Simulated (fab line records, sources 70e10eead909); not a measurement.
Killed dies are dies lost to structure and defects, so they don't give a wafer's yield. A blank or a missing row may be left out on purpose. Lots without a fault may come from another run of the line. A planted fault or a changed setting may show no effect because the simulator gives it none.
A struck lot beside a sound one | flow nand_harc | 14 steps out of a route of 1302
Sound: wafers L480.1, L480.3, L480.4. Struck: wafer L487.1. (L487.3 of the same lot was not struck and is left out.) The cause comes at the end.
At each step with rows: each side's tool, then ch and its chambers, then its first start. Under that, the readings that differ: sound wafers | struck wafers | difference of the means | sigmas: that difference in standard deviations of wafers without a fault.
alike: readings whose means differ by less than 2 such deviations, and words and numbers that are the same on both sides. not compared: withheld readings, readings that some wafer has no value for, bounds like >300 that may hide the same value, and numbers for which the record gives no deviation and whose values overlap.
The two part at a step that has a row with sigmas, a row that says differs or no value, or rows on one side only. Numbers that don't overlap but have no deviation are shown without sigmas and don't part them. A reading that every wafer of one side lacks parts them only if that side has two wafers or more.

first, 6 steps without rows for these wafers: NHARC_A_STAIRCASE_SOFTBAKE_04 (time 170 s); NHARC_A_STAIRCASE_EBR_05; NHARC_A_STAIRCASE_EXPOSE_06 (exposes mask STAIR); NHARC_A_STAIRCASE_PEB_07 (peb time 130 s); NHARC_A_STAIRCASE_DEVELOP_08 (time 140 s); NHARC_A_STAIRCASE_HARDBAKE_10 (time 140 s).
NHARC_A_STAIRCASE_DESCUM_11: chemistry O2, time 3 s.
  sound on rie_diel-06 ch 0,2,3, day 15 14:43; struck on rie_diel-01 ch 1, day 19 00:10
  reading                         | sound          | struck | difference | sigmas
  rf_hours_counter_h (h)          | 8 9 9          | 13     | +4         |
  rf_vpp_V (V)                    | 57.0 56.0 56.5 | 58.5   | +2.0       | +2
  showerhead_plenum_p_Torr (Torr) | 1.89 1.80 1.79 | 2.07   | +0.24      | +2
  alike: drypump_motor_current_A, oes_product_au, throttle_valve_pct
NHARC_A_STAIRCASE_TRIM_12: chemistry O2, time 211.2 s.
  sound on rie_diel-06 ch 0,1,2, day 15 14:49; struck on rie_diel-01 ch 0, day 19 00:14
  reading                | sound | struck | difference | sigmas
  rf_hours_counter_h (h) | 9 8 8 | 14     | +6         |
  alike: drypump_motor_current_A, oes_product_au, rf_vpp_V, run_length_s, showerhead_plenum_p_Torr, throttle_valve_pct
NHARC_A_STAIRCASE_ETCH_13: etches the open film in C4F8/O2, target depth 100 nm, time 40.5 s.
  sound on rie_diel-06 ch 0,1,3; struck on rie_diel-01 ch 2
  reading                | sound       | struck | difference | sigmas
  rf_hours_counter_h (h) | 9 8 9       | 10     | +1         |
  rf_vpp_V (V)           | 888 887 888 | 903    | +15        | +2
  alike: oes_product_au
then, 1 step without rows for these wafers: NHARC_A_STAIRCASE_TRIM_14 (chemistry O2, time 211.2 s).
NHARC_A_STAIRCASE_ETCH_15: etches the open film in C4F8/O2, target depth 100 nm, time 40.5 s.
  sound on rie_diel-06 ch 1,2,3; struck on rie_diel-01 ch 1
  reading                | sound       | struck | difference | sigmas
  rf_hours_counter_h (h) | 8 10 8      | 13     | +4         |
  rf_vpp_V (V)           | 888 888 894 | 905    | +15        | +2
  alike: oes_product_au
NHARC_A_STAIRCASE_TRIM_16: chemistry O2, time 211.2 s.
  sound on rie_diel-06 ch 0,1,3, day 15 15:16; struck on rie_diel-01 ch 3, day 19 00:43
  reading                | sound             | struck | difference | sigmas
  rf_hours_counter_h (h) | 8 10 9            | 11     | +2         |
  run_length_s (s)       | 232.9 232.2 232.9 | 296.2  | +63.5      | +99 or more
  alike: drypump_motor_current_A, oes_product_au, rf_vpp_V, showerhead_plenum_p_Torr, throttle_valve_pct
NHARC_A_STAIRCASE_ETCH_17: etches the open film in C4F8/O2, target depth 100 nm, time 40.5 s.
  sound on rie_diel-06 ch 0,1,3; struck on rie_diel-01 ch 2
  alike: oes_product_au, rf_vpp_V
  not compared: rf_hours_counter_h
then, 1 step without rows for these wafers: NHARC_END_SORT_01.

WHERE THEY PART
First at NHARC_A_STAIRCASE_DESCUM_11; last, within this record, at NHARC_A_STAIRCASE_TRIM_16. Later steps at which nothing parts them and some readings are alike: NHARC_A_STAIRCASE_ETCH_17.

WHY: what the simulator had put in
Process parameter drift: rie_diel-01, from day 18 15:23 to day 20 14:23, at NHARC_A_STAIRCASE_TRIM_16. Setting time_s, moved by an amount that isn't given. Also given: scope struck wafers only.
